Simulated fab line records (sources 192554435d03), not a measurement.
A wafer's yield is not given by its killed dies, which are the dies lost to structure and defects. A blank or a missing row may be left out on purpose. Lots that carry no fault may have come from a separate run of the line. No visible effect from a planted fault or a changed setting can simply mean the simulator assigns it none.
Matching of chambers | flow n5-finfet | rie-diel-06 running N5_PASSIVATION_STRIP_48: 4 sister chambers
The step strips in O2. 22 wafers are shown with their chamber, then 11 later ones without.

== EACH WAFER AND ITS CHAMBER ==
wafer  | chamber | drypump-motor-current-A (A) | showerhead-plenum-p-Torr (Torr) | oes-product-au (a.u.)
L075.1 | 0       | 5.7                         | 2.19                            | 0.75
L075.3 | 3       | 5.3                         | 2.13                            | 0.81
L075.5 | 2       | 5.4                         | 2.07                            | 0.71
L078.1 | 3       | 5.2                         | 2.12                            | 0.78
L078.2 | 0       | 5.7                         | 2.19                            | 0.75
L078.6 | 2       | 5.4                         | 2.07                            | 0.70
L077.2 | 2       | 5.4                         | 2.07                            | 0.68
L077.3 | 0       | 5.8                         | 2.19                            | 0.77
L077.4 | 3       | 5.3                         | 2.12                            | 0.83
L081.2 | 0       | 5.8                         | 2.18                            | 0.79
L081.3 | 2       | 5.4                         | 2.07                            | 0.70
L081.5 | 2       | 5.4                         | 2.07                            | 0.69
L083.1 | 3       | 5.2                         | 2.12                            | 0.76
L083.2 | 1       | 6.4                         | 2.11                            | 0.94
L083.3 | 2       | 5.4                         | 2.06                            | 0.69
L080.1 | 0       | 5.7                         | 2.18                            | 0.75
L080.2 | 1       | 6.5                         | 2.11                            | 0.95
L080.6 | 1       | 6.6                         | 2.11                            | 0.88
L087.1 | 1       | 6.5                         | 2.10                            | 0.89
L087.3 | 0       | 5.7                         | 2.18                            | 0.71
L087.5 | 0       | 5.7                         | 2.18                            | 0.75
L089.3 | 3       | 5.3                         | 2.12                            | 0.75

SIGNATURES, as means of the wafers listed above
reading                  | chamber 0 | chamber 1 | chamber 2 | chamber 3 | scatter within a chamber
drypump-motor-current-A  | 5.729     | 6.500     | 5.400     | 5.260     | 0.0507
showerhead-plenum-p-Torr | 2.1843    | 2.1075    | 2.0683    | 2.1220    | 0.00477
oes-product-au           | 0.7529    | 0.9150    | 0.6950    | 0.7860    | 0.0262
Rule: distance of a wafer from a chamber = root of the sum over the readings of ((wafer's reading minus chamber's mean) / reading's scatter) squared. The wafer belongs to the nearest chamber; if the next one is less than 2 further off, it can't be placed. The scatter is the square root of a quotient: the sum, over the shown wafers, of each reading's squared deviation from its chamber's mean, divided by wafers minus chambers.

== WAFERS MISSING THEIR CHAMBER ==
wafer  | drypump-motor-current-A (A) | showerhead-plenum-p-Torr (Torr) | oes-product-au (a.u.)
L089.4 | 5.3                         | 2.12                            | 0.75
L089.6 | 6.5                         | 2.10                            | 0.86
L090.1 | 6.5                         | 2.10                            | 0.89
L090.4 | 5.3                         | 2.11                            | 0.78
L090.6 | 5.7                         | 2.17                            | 0.74
L095.1 | 6.5                         | 2.09                            | 0.85
L095.3 | 5.7                         | 2.17                            | 0.74
L095.4 | 5.4                         | 2.06                            | 0.95
L096.4 | 5.2                         | 2.11                            | 0.74
L096.5 | 5.4                         | 2.06                            | 0.94
L096.6 | 6.5                         | 2.09                            | 0.81

== WHICH CHAMBER EACH ONE RAN IN ==
wafer  | from the rows above | in truth
L089.4 | 3                   | 3
L089.6 | 1                   | 1
L090.1 | 1                   | 1
L090.4 | 3                   | 3
L090.6 | 0                   | 0
L095.1 | 1                   | 1
L095.3 | 0                   | 0
L095.4 | 2                   | 2
L096.4 | 3                   | 3
L096.5 | 2                   | 2
L096.6 | 1                   | 1
Correct placement for 11 of the 11. Can't be placed from these rows: 0. Wrongly placed: 0.
